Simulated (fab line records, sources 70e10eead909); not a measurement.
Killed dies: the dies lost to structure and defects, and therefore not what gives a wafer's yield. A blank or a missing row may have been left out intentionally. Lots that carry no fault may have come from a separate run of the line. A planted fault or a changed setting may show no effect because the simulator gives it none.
Chamber matching -- flow nand harc -- NHARC_P_ZERO_WELL_DESCUM_39 on rie diel-02: 4 sister chambers
The step chemistry O2, time 3 s. 4 wafers are shown with their chamber, then 7 later ones without.

## EACH WAFER AND ITS CHAMBER
wafer,chamber,showerhead plenum p Torr (Torr)
L085.1,3,1.93
L086.5,1,1.87
L093.2,0,1.98
L093.4,2,1.82

## WAFERS MISSING THEIR CHAMBER
wafer,showerhead plenum p Torr (Torr)
L093.5,1.98
L095.4,1.86
L095.5,1.86
L095.6,1.82
L096.2,1.81
L096.4,1.91
L096.5,1.81

## THE CHAMBER EACH PASSED THROUGH
wafer,from the rows above,in truth
L093.5,0,0
L095.4,1,1
L095.5,1,1
L095.6,2,2
L096.2,2,2
L096.4,can't be placed: 3 or 1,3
L096.5,2,2
Correct placement for 6 of the 7. From these rows, 1 cannot be placed; in 1 the true chamber is one of the candidates. Number placed wrongly: 0.
How it was worked out, from the rows above alone: a wafer's distance from a chamber is the root of the sum, over the readings, of the square of ((its reading less the chamber's mean) divided by the reading's scatter). The wafer belongs to the nearest chamber; if the next one is less than 2 further off, it can't be placed. The mean given for a chamber averages the wafers shown for that chamber. The scatter (one wafer shown for each chamber): square how far every hidden wafer sits from the nearest shown wafer, average those squares and take the square root.
